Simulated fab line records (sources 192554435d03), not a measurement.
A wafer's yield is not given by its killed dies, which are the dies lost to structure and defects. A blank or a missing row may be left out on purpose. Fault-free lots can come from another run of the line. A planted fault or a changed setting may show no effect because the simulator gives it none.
Split-lot trial :: flow n5-finfet :: 21 wafers read across 7 lots, on a route 1938 steps long

## THE SPLIT
At N5_BEOL_M10_EXPOSE_08 (exposes mask M10), the setting dose-mj was moved away from the recipe's 53.75 on 5 of the 21 wafers read, by +2.5% to +5.2%. This setting was run at the recipe's value on the other wafers.

## FROM THE SPLIT TO THE READING: what the file shows between them, 15 steps
- N5_BEOL_M10_PEB_09: peb time 60 s
- N5_BEOL_M10_DEVELOP_10: develop time 30 s
- N5_BEOL_M10_CD_MEAS_11: target cd 64.1 nm
- N5_BEOL_M10_DESCUM_16: chemistry O2, time 7.9 s
- N5_BEOL_M10_ETCH_61: etches SiARC in CF4, target depth 39 nm, time 65 s
- N5_BEOL_M10_ETCH_62: etches SOC in N2/H2, target depth 110 nm, overetch 22 nm, time 165 s
- N5_BEOL_M10_STRIP_68: strips in N2/H2
- N5_BEOL_M10_STRIP_67: strips in CF4
- N5_BEOL_M10_HM_OPEN_17: chemistry Cl2/BCl3, target TiN, target depth 20 nm, overetch 6 nm
- N5_BEOL_M10_STRIP_19: strips in O2
- N5_BEOL_M10_CD_MEAS_18: pitch 140 nm, target cd 70 nm
- N5_BEOL_M10_COAT_63: time 60 s, resist thk 100 nm
- N5_BEOL_M10_COAT_64: time 60 s, resist thk 30 nm
- N5_BEOL_M10_PRECLEAN_42: cleans in residue remover, time 60 s
- N5_BEOL_M10_SRD_43: time 30 s

## THE READING
cd-nm, in nm, at N5_BEOL_M10_CD_MEAS_35 (target cd 70 nm). On this fab line, fault-free wafers typically give 70.0 nm with a standard deviation of 0.6 nm.

wafer: L076.2
tool, chamber at the split: arfi-scanner-03, 0
dose-mj as run: 53.75
against the recipe: recipe
cd-nm, nm: 69.9
against lot-mates on the recipe: -

wafer: L076.4
tool, chamber at the split: arfi-scanner-03, 0
dose-mj as run: 53.75
against the recipe: recipe
cd-nm, nm: 70.2
against lot-mates on the recipe: -

wafer: L076.5
tool, chamber at the split: arfi-scanner-03, 0
dose-mj as run: 53.75
against the recipe: recipe
cd-nm, nm: 69.6
against lot-mates on the recipe: -

wafer: L078.1
tool, chamber at the split: arfi-scanner-02, 0
dose-mj as run: 53.75
against the recipe: recipe
cd-nm, nm: 69.5
against lot-mates on the recipe: -

wafer: L078.3
tool, chamber at the split: arfi-scanner-02, 0
dose-mj as run: 53.75
against the recipe: recipe
cd-nm, nm: 68.9
against lot-mates on the recipe: -

wafer: L078.4
tool, chamber at the split: arfi-scanner-02, 0
dose-mj as run: 53.75
against the recipe: recipe
cd-nm, nm: 70.2
against lot-mates on the recipe: -

wafer: L083.1
tool, chamber at the split: arfi-scanner-01, 0
dose-mj as run: 53.75
against the recipe: recipe
cd-nm, nm: 71.3
against lot-mates on the recipe: -

wafer: L083.5
tool, chamber at the split: arfi-scanner-01, 0
dose-mj as run: 53.75
against the recipe: recipe
cd-nm, nm: 70.7
against lot-mates on the recipe: -

wafer: L083.6
tool, chamber at the split: arfi-scanner-01, 0
dose-mj as run: 53.75
against the recipe: recipe
cd-nm, nm: 70.0
against lot-mates on the recipe: -

wafer: L090.4
tool, chamber at the split: arfi-scanner-01, 0
dose-mj as run: 53.75
against the recipe: recipe
cd-nm, nm: 68.9
against lot-mates on the recipe: -

wafer: L090.5
tool, chamber at the split: arfi-scanner-01, 0
dose-mj as run: 56.56
against the recipe: +5.2%
cd-nm, nm: 72.8
against lot-mates on the recipe: +3.3

wafer: L090.6
tool, chamber at the split: arfi-scanner-01, 0
dose-mj as run: 53.75
against the recipe: recipe
cd-nm, nm: 70.1
against lot-mates on the recipe: -

wafer: L093.1
tool, chamber at the split: arfi-scanner-03, 0
dose-mj as run: 55.12
against the recipe: +2.5%
cd-nm, nm: 71.3
against lot-mates on the recipe: +1.2

wafer: L093.2
tool, chamber at the split: arfi-scanner-03, 0
dose-mj as run: 53.75
against the recipe: recipe
cd-nm, nm: 70.1
against lot-mates on the recipe: -

wafer: L093.3
tool, chamber at the split: arfi-scanner-03, 0
dose-mj as run: 55.12
against the recipe: +2.5%
cd-nm, nm: 71.0
against lot-mates on the recipe: +0.9

wafer: L092.1
tool, chamber at the split: arfi-scanner-03, 0
dose-mj as run: 53.75
against the recipe: recipe
cd-nm, nm: 70.8
against lot-mates on the recipe: -

wafer: L092.3
tool, chamber at the split: arfi-scanner-03, 0
dose-mj as run: 55.71
against the recipe: +3.6%
cd-nm, nm: 72.6
against lot-mates on the recipe: +1.8

wafer: L092.6
tool, chamber at the split: arfi-scanner-03, 0
dose-mj as run: 53.75
against the recipe: recipe
cd-nm, nm: 70.7
against lot-mates on the recipe: -

wafer: L097.3
tool, chamber at the split: arfi-scanner-02, 0
dose-mj as run: 55.31
against the recipe: +2.9%
cd-nm, nm: 71.2
against lot-mates on the recipe: +1.4

wafer: L097.4
tool, chamber at the split: arfi-scanner-02, 0
dose-mj as run: 53.75
against the recipe: recipe
cd-nm, nm: 69.9
against lot-mates on the recipe: -

wafer: L097.5
tool, chamber at the split: arfi-scanner-02, 0
dose-mj as run: 53.75
against the recipe: recipe
cd-nm, nm: 69.7
against lot-mates on the recipe: -

FIT RESULTS
A straight line over all 21 wafers: cd-nm changes by +0.534 nm for each +1% of dose-mj; r = +0.81; the points scatter about the line by 0.61 nm.
The same after taking each lot's own level away (the mean of its wafers on the recipe; 21 wafers): +0.546 nm for each +1%; r = +0.91; scatter 0.41 nm.
On that fit, the largest move of dose-mj shifts the reading by 2.9 nm.
The span of the lots' own levels, 69.50 to 70.75 nm, comes to 2.1 times the standard deviation stated above.
Consequently the slope shifts little with the lot-to-lot level, the two slopes agreeing.
Check: for one of the wafers moved furthest among these (+5.2%), held out of the fit, the line's prediction against its lot-mates is +2.44 nm. Against them it came out at +3.3 nm.

## FURTHER SPLITS ON THESE WAFERS
These wafers also went through other splits before the reading. Each is held against what the fit with the lots' levels taken away leaves over:
other split on the same wafers: N5_BEOL_M8_TRENCH_ETCH_37 bias-w
wafers away from the commonest value: 6
r with cd-nm (lot level and that fit taken away): +0.15

other split on the same wafers: N5_BEOL_M9_TRENCH_ETCH_37 time-s
wafers away from the commonest value: 6
r with cd-nm (lot level and that fit taken away): +0.14

other split on the same wafers: N5_BEOL_M9_ALD_74 ald-cycles
wafers away from the commonest value: 6
r with cd-nm (lot level and that fit taken away): +0.28

other split on the same wafers: N5_BEOL_M10_PECVD_70 temp-c
wafers away from the commonest value: 3
r with cd-nm (lot level and that fit taken away): +0.33

## THE WHOLE CHAIN: every reading that the file lists as answering this split, in the file's order
step: N5_BEOL_M10_CD_MEAS_11
what it does: target cd 64.1 nm
reading: cd-nm
change (the file's fit): +0.477 nm for each +1% of the setting
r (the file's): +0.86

step: N5_BEOL_M10_ETCH_61
what it does: etches SiARC in CF4, target depth 39 nm, time 65 s
reading: BEOL_M10.cd-offset-nm (the simulator's own value, which no gauge read)
change (the file's fit): +0.544 nm for each +1% of the setting
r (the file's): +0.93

step: N5_BEOL_M10_ETCH_62
what it does: etches SOC in N2/H2, target depth 110 nm, overetch 22 nm, time 165 s
reading: BEOL_M10.cd-offset-nm (the simulator's own value, which no gauge read)
change (the file's fit): +0.508 nm for each +1% of the setting
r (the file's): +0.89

step: N5_BEOL_M10_HM_OPEN_17
what it does: chemistry Cl2/BCl3, target TiN, target depth 20 nm, overetch 6 nm
reading: BEOL_M10.cd-offset-nm (the simulator's own value, which no gauge read)
change (the file's fit): +0.5 nm for each +1% of the setting
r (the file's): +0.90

step: N5_BEOL_M10_CD_MEAS_18
what it does: pitch 140 nm, target cd 70 nm
reading: cd-nm
change (the file's fit): +0.479 nm for each +1% of the setting
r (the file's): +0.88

step: N5_BEOL_M10_CD_MEAS_35
what it does: target cd 70 nm
reading: cd-nm
change (the file's fit): +0.558 nm for each +1% of the setting
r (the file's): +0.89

## THE FILE'S OWN FIT
cd-nm changes by +0.558 nm for each +1% of dose-mj, r = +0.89.
